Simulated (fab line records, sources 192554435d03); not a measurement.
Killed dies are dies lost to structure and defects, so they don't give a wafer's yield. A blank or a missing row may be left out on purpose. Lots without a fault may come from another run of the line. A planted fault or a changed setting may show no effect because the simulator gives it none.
One fault seen from 3 desks | flow n5_finfet | each desk has only its own numbers; what lay behind them comes last

THE METROLOGY DESK
What the gauges read, lot by lot, whatever tool the lot ran on: means of the sampled wafers that have a number. A lot is out of limits, marked OUT, if its mean lies more than 4 standard deviations from the usual mean; the brackets give that distance.
Columns: A = cd_nm at N5_BEOL_M10_CD_MEAS_28, usual 70.4 nm; B = V9_OVL at N5_BEOL_M10_OVL_MEAS_29, usual -0.1 nm
lot  | first seen here | A    | B
L875 | day 12 04:37    | 71.2 | -0.9
L878 | day 12 11:04    | 70.7 | 0.6
L880 | day 13 09:53    | 70.1 | 0.7
L881 | day 13 13:48    | 71.1 | -0.3
L885 | day 14 12:02    | 70.1 | 0.4
L889 | day 15 15:16    | 70.1 | 0.1
This desk's finding: nothing out of limits on any of the 6 lots.

THE TOOL OWNER'S DESK: rie_diel-03
The tool's own readings at N5_BEOL_M10_ETCH_66 (etches SOC in N2/H2, target depth 120 nm, overetch 24 nm, time 180 s): means of the sampled wafers that have a number, for each lot that ran on this tool. A lot is out of limits, marked OUT, if its mean lies more than 4 standard deviations from the usual mean; the brackets give that distance.
Columns: A = drypump_motor_current_A at N5_BEOL_M10_ETCH_66, usual 5.62 A; B = n2_flow_sccm at N5_BEOL_M10_ETCH_66, usual 200.0 sccm; C = oes_product_au at N5_BEOL_M10_ETCH_66, usual 0.65 a.u.; D = rf_vpp_V at N5_BEOL_M10_ETCH_66, usual 523.1 V; E = showerhead_plenum_p_Torr at N5_BEOL_M10_ETCH_66, usual 2.51 Torr; F = throttle_valve_pct at N5_BEOL_M10_ETCH_66, usual 17.80 %
lot  | first seen here | A    | B     | C    | D     | E    | F
L875 | day 12 04:47    | 5.57 | 200.0 | 0.60 | 522.2 | 2.46 | 17.69
L878 | day 12 11:37    | 5.40 | 199.7 | 0.64 | 523.2 | 2.46 | 17.53
L889 | day 15 15:26    | 5.41 | 200.4 | 0.62 | 523.0 | 2.50 | 17.63
This desk's finding: nothing out of limits on any of the 3 lots.

THE DEFECT DESK
What the inspections along the route counted, lot by lot: means of the sampled wafers that have a number. A lot is out of limits, marked OUT, if its mean lies more than 4 standard deviations from the usual mean; the brackets give that distance.
Columns: A = raw_defect_count at N5_BEOL_M10_INSPECT_30, usual 447
lot  | first seen here | A
L875 | day 12 04:40    | 505
L878 | day 12 11:07    | 431
L880 | day 13 09:56    | 537
L881 | day 13 13:52    | 371
L885 | day 14 12:06    | 582
L889 | day 15 15:19    | 347
This desk's finding: nothing out of limits on any of the 6 lots.

PUT TOGETHER
The metrology desk saw nothing out of limits.
The tool owner's desk saw nothing out of limits.
The defect desk saw nothing out of limits.

WHAT THE SIMULATOR HAD PUT IN
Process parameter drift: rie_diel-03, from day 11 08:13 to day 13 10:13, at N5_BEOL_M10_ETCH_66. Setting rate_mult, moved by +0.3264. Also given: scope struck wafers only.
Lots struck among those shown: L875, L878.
